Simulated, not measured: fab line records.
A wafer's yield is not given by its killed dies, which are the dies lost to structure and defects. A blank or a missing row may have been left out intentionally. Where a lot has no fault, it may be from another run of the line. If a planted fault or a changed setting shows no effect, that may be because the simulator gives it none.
Chamber matching ; flow nand_harc ; pecvd-02 running NHARC_A_CONTACT_DEP_85: 3 sister chambers
The step deposits SiON, target thk 50 nm. 16 wafers are shown with their chamber, then 8 later ones without.

== WAFERS, EACH WITH ITS CHAMBER ==
wafer;chamber;heater_power_w (W)
L077.1;1;790
L077.3;2;790
L077.6;1;807
L077.2;0;602
L077.4;0;615
L077.5;2;779
L084.2;0;680
L084.4;0;686
L084.5;2;788
L085.3;0;573
L085.4;0;595
L085.6;2;823
L089.3;0;705
L089.4;1;858
L089.6;2;709
L090.2;0;668

SIGNATURES (means of the wafers above)
reading;chamber 0;chamber 1;chamber 2;scatter within a chamber
heater_power_w;640.50;818.33;777.80;45.4
Rule: for each reading, subtract the chamber's mean from the wafer's reading, divide by that reading's scatter and square the result; add these up over the readings and take the root, which gives the wafer's distance from the chamber. If the next closest chamber is less than 2 further off than the closest, the wafer can't be placed; otherwise it belongs to the closest. The scatter: take each reading less its chamber's mean, square it, sum over the shown wafers, divide by the number of wafers less the number of chambers, and take the root.

== WAFERS WITHOUT THEIR CHAMBER ==
wafer;heater_power_w (W)
L090.4;709
L090.6;836
L092.1;790
L092.3;638
L092.4;767
L093.2;817
L093.4;708
L093.5;800

== WHICH CHAMBER EACH ONE RAN IN ==
wafer;from the rows above;in truth
L090.4;can't be placed: 0 or 2 or 1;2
L090.6;can't be placed: 1 or 2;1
L092.1;can't be placed: 2 or 1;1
L092.3;0;0
L092.4;can't be placed: 2 or 1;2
L093.2;can't be placed: 1 or 2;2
L093.4;can't be placed: 0 or 2 or 1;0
L093.5;can't be placed: 1 or 2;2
1 of 8 placed correctly. These rows do not allow placing 7 (true chamber among the candidates in 7). Placed wrongly: 0.
